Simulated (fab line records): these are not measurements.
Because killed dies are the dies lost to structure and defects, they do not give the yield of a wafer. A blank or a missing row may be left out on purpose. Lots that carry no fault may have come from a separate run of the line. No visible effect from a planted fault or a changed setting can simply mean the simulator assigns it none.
8D (eight disciplines) problem report, filled in by code ; flow nandHarc ; the parts of the form that need people (team, actions taken, sign-off) are left out

== 1. WHAT WENT WRONG ==
Wafers with no fault read 32 with a standard deviation of 11, whereas killedDies at NHARC_END_SORT_01 reads a mean of 82 on 1 wafer of 1 lot. That puts it +4.5 standard deviations away from the usual mean.
First seen on wafer L732.6, day 21 02:25, on prober-01. The record holds 3 wafers of 1 lot with a number at this step. The rule behind "out" and "out of limits": a value lying over 4 standard deviations away from the usual mean. Any other wafer with a number is counted as sound.

== 2. WHAT IT IS, WHAT IT ISN'T ==
question;is;is not
which readings at this step;killedDies, killedAtArray;killedAtPeriphery, killedOpen, killedShort
which lots;L732;-
which wafers of those lots;L732.6;L732.2, L732.3
read on which gauges;prober-01;-
when;from day 21 02:25;up to then (2 sound wafers)

== 3. THE SUSPECTS, EACH WITH WHAT RULES IT OUT ==
Counting: a tool at a process step up to the reading stays a suspect if it ran every lot that is out. Sound lots after the first of them don't rule it out here, since some wafers of a struck lot are sound.
- the gauge at NHARC_END_SORT_01: kept. All the wafers that are out were read on prober-01, and no step on other tools shows them out.
- rieDiel-05 at NHARC_A_CONTACT_ETCH_76 (etches the open film in N2/H2, target depth 260 nm, time 475.3 s): kept. It ran the lot that is out, L732 (day 18 06:15).
- pvdSputter-02 at NHARC_A_M1_PVD_20 (deposits TaN, target thk 5 nm, time 8.06 s): kept. It ran the lot that is out, L732 (day 20 12:46). NHARC_A_M1_PVD_20 gives no start for some lots, so the hours and the order of its lots are those of NHARC_THIN_TSV_ETCH_36.
- rieMetal-01 at NHARC_THIN_TSV_ETCH_36 (etches the open film in Cl2/BCl3, target depth 65 nm, time 18.571 s): kept. It ran the lot that is out, L732 (day 20 12:46).
- Within rieDiel-05 at NHARC_A_CONTACT_ETCH_76: the wafers that are out ran in chamber 0; their sound lot-mates ran in chambers 1, 3.
- The sound lot-mates ran in chamber 0 of rieMetal-01 at NHARC_THIN_TSV_ETCH_36, but the wafers that are out ran in chamber 1.
Left after counting: rieDiel-05 at NHARC_A_CONTACT_ETCH_76, pvdSputter-02 at NHARC_A_M1_PVD_20, rieMetal-01 at NHARC_THIN_TSV_ETCH_36, prober-01 at NHARC_END_SORT_01.

== 4. THE CAUSE (what the simulator had put in) ==
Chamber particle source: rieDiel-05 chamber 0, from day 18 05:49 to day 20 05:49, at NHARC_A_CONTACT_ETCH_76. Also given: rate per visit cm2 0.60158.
Counting leaves 4 suspects; this tool is one of them.

== 5. THE EFFECT CHAIN, in route order ==
Each row: a reading where the mean over the struck wafers with a number is more than 3 standard deviations away from the usual. Only readings whose record carries a usual standard deviation are examined. hours: median over the lots of the time between each lot's start at the first step of this table that gives one and its start at this step. sigmas: the change, counted in usual standard deviations.
hours;step;reading;usual;on struck wafers;change;sigmas
0;NHARC_END_SORT_01;killedAtArray;29;78;+49;+4.5
0;NHARC_END_SORT_01;killedDies;32;82;+50;+4.5

== 6. HOW IT WOULD HAVE BEEN CAUGHT EARLIER ==
In this record the first reading out of limits at a measuring or inspecting step was taken at day 21 02:25, 69 hours after the fault began at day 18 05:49.
An alarm limit of 4 standard deviations would not have fired on the tool readings at NHARC_A_CONTACT_ETCH_76 for which the record gives a usual standard deviation, since none of them was out on any struck wafer.
The start of NHARC_A_CONTACT_ETCH_76 on rieDiel-05 came by day 21 02:25 for every one of the lots that are out (1). A hold on the tool at that time would have spared none of them.
